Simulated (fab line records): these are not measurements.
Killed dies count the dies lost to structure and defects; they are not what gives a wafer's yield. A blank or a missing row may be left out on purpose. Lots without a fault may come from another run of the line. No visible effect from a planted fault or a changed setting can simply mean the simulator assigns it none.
Matching of chambers :: flow n5Finfet :: 4 sister chambers for N5_MOL_CONTACT_COAG_ETCH_106 on rieDiel-05
The step etches SOC in N2/H2, target depth 80 nm, overetch 16 nm, time 120 s. 4 wafers are shown with their chamber, then 7 later ones without.

== WAFERS, EACH WITH ITS CHAMBER ==
wafer: L080.2
chamber: 1
showerheadPlenumPTorr (Torr): 2.58

wafer: L087.5
chamber: 3
showerheadPlenumPTorr (Torr): 2.66

wafer: L088.1
chamber: 2
showerheadPlenumPTorr (Torr): 2.64

wafer: L088.3
chamber: 0
showerheadPlenumPTorr (Torr): 2.54

== WAFERS MISSING THEIR CHAMBER ==
wafer: L088.5
showerheadPlenumPTorr (Torr): 2.66

wafer: L090.2
showerheadPlenumPTorr (Torr): 2.56

wafer: L090.5
showerheadPlenumPTorr (Torr): 2.54

wafer: L090.6
showerheadPlenumPTorr (Torr): 2.56

wafer: L094.1
showerheadPlenumPTorr (Torr): 2.54

wafer: L094.2
showerheadPlenumPTorr (Torr): 2.56

wafer: L094.3
showerheadPlenumPTorr (Torr): 2.66

== WHICH CHAMBER EACH ONE RAN IN ==
wafer: L088.5
from the rows above: can't be placed: 3 or 2
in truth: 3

wafer: L090.2
from the rows above: can't be placed: 0 or 1
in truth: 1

wafer: L090.5
from the rows above: 0
in truth: 0

wafer: L090.6
from the rows above: can't be placed: 0 or 1
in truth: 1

wafer: L094.1
from the rows above: 0
in truth: 0

wafer: L094.2
from the rows above: can't be placed: 0 or 1
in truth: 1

wafer: L094.3
from the rows above: can't be placed: 3 or 2
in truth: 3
Correct placement for 2 of the 7. These rows do not allow placing 5 (true chamber among the candidates in 5). Placed wrongly: 0.
How it was worked out, from the rows above alone: a wafer's distance from a chamber is the root of the sum, over the readings, of the square of ((its reading less the chamber's mean) divided by the reading's scatter). The wafer belongs to the nearest chamber; if the next one is less than 2 further off, it can't be placed. The mean given for a chamber averages the wafers shown for that chamber. The scatter: root of mean squared gap, hidden wafer to nearest shown wafer, with one shown wafer a chamber.
